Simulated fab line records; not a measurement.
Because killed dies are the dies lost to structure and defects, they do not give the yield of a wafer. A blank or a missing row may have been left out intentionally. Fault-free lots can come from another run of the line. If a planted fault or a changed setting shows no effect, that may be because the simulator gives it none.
Check for tools in common ; flow n5 finfet ; Lots sampled 10, wafers sampled 30

== REASON IT WAS OPENED ==
At N5_BEOL_M4_RC_MEAS_101 the reading VT_P_LONG is flagged on 3 of 10 lots. Wafers without a fault read -276.3 mV, standard deviation 2.5.
Rule: a lot is flagged in two cases, either no wafer of it has a number, or all its wafers with numbers fall more than 4 standard deviations from that mean. All remaining lots are regarded as sound.

lot;measured;on;VT_P_LONG (mV), wafer by wafer;flag
L625;day 8 20:15;prober-02;-273.6 -277.2 -278.2;
L626;day 8 23:30;prober-01;-278.9 -278.1 -276.9;
L628;day 9 10:52;prober-02;-277.8 -275.5 -277.8;
L630;day 9 23:12;prober-01;-279.5 -277.9 -278.3;
L635;day 10 11:23;prober-01;-297.8 -298.4 -298.3;FLAGGED
L633;day 11 02:52;prober-01;-273.9 -274.0 -273.2;
L634;day 11 04:19;prober-02;-297.8 -298.2 -299.3;FLAGGED
L636;day 11 08:05;prober-01;-297.6 -301.0 -299.6;FLAGGED
L644;day 12 22:59;prober-02;-278.5 -279.0 -279.6;
L646;day 14 07:43;prober-02;-273.7 -273.7 -273.3;
The numbers of the flagged lots are -298.7 mV on average: -22.4 mV against the usual, or -9 standard deviations.

== EACH LOT AND THE TOOL IT RAN ON ==
The record holds 2 process steps before the reading, out of a route of 1938 steps. Every cell lists first the tool, next ch and the chambers used by the sampled wafers, and last the start.
lot;flag;N5_HKMG_FIN_RTA_80;N5_BEOL_M4_ANNEAL_95
L625;;rtp anneal-01 ch 0, day 4 15:49;pvd sputter-03, day 8 18:53
L626;;rtp anneal-01 ch 0, day 4 18:20;pvd sputter-01, day 8 21:53
L628;;rtp anneal-01 ch 0, day 5 04:47;pvd sputter-03, day 9 09:35
L630;;rtp anneal-01 ch 0, day 5 14:27;pvd sputter-02, day 9 21:49
L635;FLAGGED;rtp anneal-01 ch 0, day 6 19:07;pvd sputter-01, day 10 10:00
L633;;rtp anneal-01 ch 0, day 6 08:29;pvd sputter-03, day 11 01:05
L634;FLAGGED;rtp anneal-01 ch 0, day 6 16:34;pvd sputter-01, day 11 02:43
L636;FLAGGED;rtp anneal-01 ch 0, day 7 00:03;pvd sputter-02, day 11 06:45
L644;;rtp anneal-02 ch 0, day 9 01:20;pvd sputter-03, day 12 21:28
L646;;rtp anneal-01 ch 0, day 9 14:52;pvd sputter-02, day 14 06:27
These steps, and what they do:
- N5_HKMG_FIN_RTA_80: time 2 s.
- N5_BEOL_M4_ANNEAL_95: time 240 s.
- N5_BEOL_M4_RC_MEAS_101

== FLAGGED OVER TOTAL, TOOL BY TOOL (the gauges that took the reading come last) ==
step;tool;lots run;flagged;share of the flagged lots;sound lots run after its first flagged lot
N5_HKMG_FIN_RTA_80;rtp anneal-01;9;3;all;1 (L646)
N5_HKMG_FIN_RTA_80;rtp anneal-02;1;0;none;-
N5_BEOL_M4_ANNEAL_95;pvd sputter-01;3;2;some;0
N5_BEOL_M4_ANNEAL_95;pvd sputter-02;3;1;some;1 (L646)
N5_BEOL_M4_ANNEAL_95;pvd sputter-03;4;0;none;-
N5_BEOL_M4_RC_MEAS_101;prober-01;5;2;some;1 (L633)
N5_BEOL_M4_RC_MEAS_101;prober-02;5;1;some;2 (L644,L646)

== WHAT THE TABLE ALLOWS ==
Rows of the table that ran each flagged lot: 1, that is rtp anneal-01 at N5_HKMG_FIN_RTA_80.
- rtp anneal-01 at N5_HKMG_FIN_RTA_80: 3 of its 9 lots flagged. After the first flagged lot (L646), sound lots still ran on it; a lasting fault on the whole tool would not permit that.
None of the table's rows ran every flagged lot and, after the first, no sound lot.

== WHAT THE SIMULATOR HAD PUT IN ==
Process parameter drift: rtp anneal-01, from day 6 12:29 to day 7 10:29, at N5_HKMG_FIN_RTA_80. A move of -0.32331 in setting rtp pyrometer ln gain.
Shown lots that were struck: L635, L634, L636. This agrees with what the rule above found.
